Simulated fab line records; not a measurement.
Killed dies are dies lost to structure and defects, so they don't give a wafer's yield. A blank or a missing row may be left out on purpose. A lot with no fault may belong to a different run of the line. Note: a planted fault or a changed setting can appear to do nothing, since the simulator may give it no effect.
Split-lot trial    flow n5Finfet    route with 1938 steps; 7 lots, 39 wafers read

## ABOUT THE SPLIT
At N5_BEOL_M4_DESCUM_33 (chemistry O2, time 7 s), the setting timeS was moved away from the recipe's 7 s on 18 of the 39 wafers read, by -48.9% to +56.3%. All remaining wafers had this setting at the recipe value.

## FROM THE SPLIT TO THE READING: what the file shows between them, 3 steps
- N5_BEOL_M4_ETCH_77: etches underlayer in N2/H2, target depth 6.5 nm, time 5.2 s
- N5_BEOL_M4_ETCH_69: etches SiARC in CF4, target depth 15.6 nm, time 26 s
- N5_BEOL_M4_ALD_98: deposits SiO2, target thk 2.5 nm, pulse time 1 s, co reactant pulse time 1 s

## THE READING
CAR-EUV_of_BEOL_M4_COAT_22.thkNm (the simulator's own value, which no gauge read), in nm, at N5_BEOL_M4_ETCHBACK_99 (etches SiO2 in CHF3, target depth 5 nm, time 10.4 s). There is no usual value for it anywhere in the file. Here, 21 wafers ran the recipe; their average is 10.5 nm with a standard deviation of 0.14 nm.

wafer   tool, chamber at the split  timeS as run, s  against the recipe  CAR-EUV_of_BEOL_M4_COAT_22.thkNm, nm  against lot-mates on the recipe
L077.1  rieDiel-04, 0,3             7                recipe              10.6                                  -
L077.4  rieDiel-04, 0,3             7                recipe              10.6                                  -
L077.2  rieDiel-04, 2               7                recipe              10.4                                  -
L077.3  rieDiel-04, 3,0,2           3.576            -48.9%              12.2                                  +1.7
L077.5  rieDiel-04, 3,0,2           3.576            -48.9%              12.2                                  +1.7
L077.6  rieDiel-04, 3,0,2           3.576            -48.9%              12.2                                  +1.7
L080.1  rieDiel-04, 2,1,2           7                recipe              10.6                                  -
L080.6  rieDiel-04, 2,1,2           7                recipe              10.6                                  -
L080.2  rieDiel-04, 1,3             4.003            -42.8%              12                                    +1.5
L080.4  rieDiel-04, 3               4.003            -42.8%              12                                    +1.5
L080.3  rieDiel-04, 1,3             4.003            -42.8%              12.2                                  +1.7
L080.5  rieDiel-04, 2,1,2           7                recipe              10.4                                  -
L081.1  rieDiel-04, 1               10.94            +56.3%              8.4                                   -2.0
L081.2  rieDiel-04, 2,1             7                recipe              10.4                                  -
L081.4  rieDiel-04, 3               7                recipe              10.4                                  -
L081.5  rieDiel-04, 2,1             7                recipe              10.4                                  -
L081.3  rieDiel-04, 3,2             10.94            +56.3%              8.6                                   -1.8
L081.6  rieDiel-04, 3,2             10.94            +56.3%              8.6                                   -1.8
L083.1  rieDiel-06, 2,0             9.891            +41.3%              9.2                                   -1.3
L083.6  rieDiel-06, 2,0             9.891            +41.3%              9.2                                   -1.3
L083.2  rieDiel-06, 1               7                recipe              10.4                                  -
L083.3  rieDiel-06, 3,0             7                recipe              10.6                                  -
L083.4  rieDiel-06, 3,0             7                recipe              10.6                                  -
L083.5  rieDiel-06, 3               9.891            +41.3%              9                                     -1.5
L087.1  rieDiel-02, 3,0,1           8.952            +27.9%              9.6                                   -0.9
L087.6  rieDiel-02, 3,0,1           8.952            +27.9%              9.6                                   -0.9
L087.2  rieDiel-02, 0,2,1           7                recipe              10.4                                  -
L087.3  rieDiel-02, 0,2,1           7                recipe              10.6                                  -
L087.4  rieDiel-02, 0,2,1           7                recipe              10.6                                  -
L087.5  rieDiel-02, 3,0,1           8.952            +27.9%              9.4                                   -1.1
L096.1  rieDiel-04, 0,1             7                recipe              10.4                                  -
L096.4  rieDiel-04, 0,1             7                recipe              10.4                                  -
L096.2  rieDiel-04, 2               7                recipe              10.6                                  -
L096.3  rieDiel-04, 3,1,2           4.752            -32.1%              11.6                                  +1.1
L096.5  rieDiel-04, 3,1,2           4.752            -32.1%              11.6                                  +1.1
L096.6  rieDiel-04, 3,1,2           4.752            -32.1%              11.6                                  +1.1
L097.2  rieDiel-02, 0,2             7                recipe              10.2                                  -
L097.3  rieDiel-02, 0,2             7                recipe              10.2                                  -
L097.5  rieDiel-02, 0               7                recipe              10.2                                  -
Rows listing several chambers each stand for several wafers; the file does not say which wafer went through which chamber.

FIT RESULTS
A straight line over all 39 wafers: CAR-EUV_of_BEOL_M4_COAT_22.thkNm changes by -0.0348 nm for each +1% of timeS; r = -0.99; the points scatter about the line by 0.13 nm.
The same after taking each lot's own level away (the mean of its wafers on the recipe; 39 wafers): -0.0343 nm for each +1%; r = -1.00; scatter 0.086 nm.
That fit puts the effect of the largest move of timeS on the reading at 1.9 nm.
The span of the lots' own levels, 10.20 to 10.53 nm, comes to 2.4 times the standard deviation stated above.
The two slopes agree, so the slope changes little with the lot-to-lot level.
Check: with one of the wafers moved furthest among these (+56.3%) left out of the fit, the line predicts -1.91 nm for it against its lot-mates. It came out at -2 nm against them.

## THE WHOLE CHAIN: every reading that the file lists as answering this split, in the file's order
step                    what it does                                         reading                                                                            change (the file's fit)                 r (the file's)
N5_BEOL_M4_DESCUM_33    chemistry O2, time 7 s                               CAR-EUV_of_BEOL_M4_COAT_22.thkNm (the simulator's own value, which no gauge read)  -0.035 nm for each +1% of the setting   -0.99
N5_BEOL_M4_ETCHBACK_99  etches SiO2 in CHF3, target depth 5 nm, time 10.4 s  CAR-EUV_of_BEOL_M4_COAT_22.thkNm (the simulator's own value, which no gauge read)  -0.0343 nm for each +1% of the setting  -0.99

## FILE'S OWN FIT
CAR-EUV_of_BEOL_M4_COAT_22.thkNm changes by -0.0343 nm for each +1% of timeS, r = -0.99.
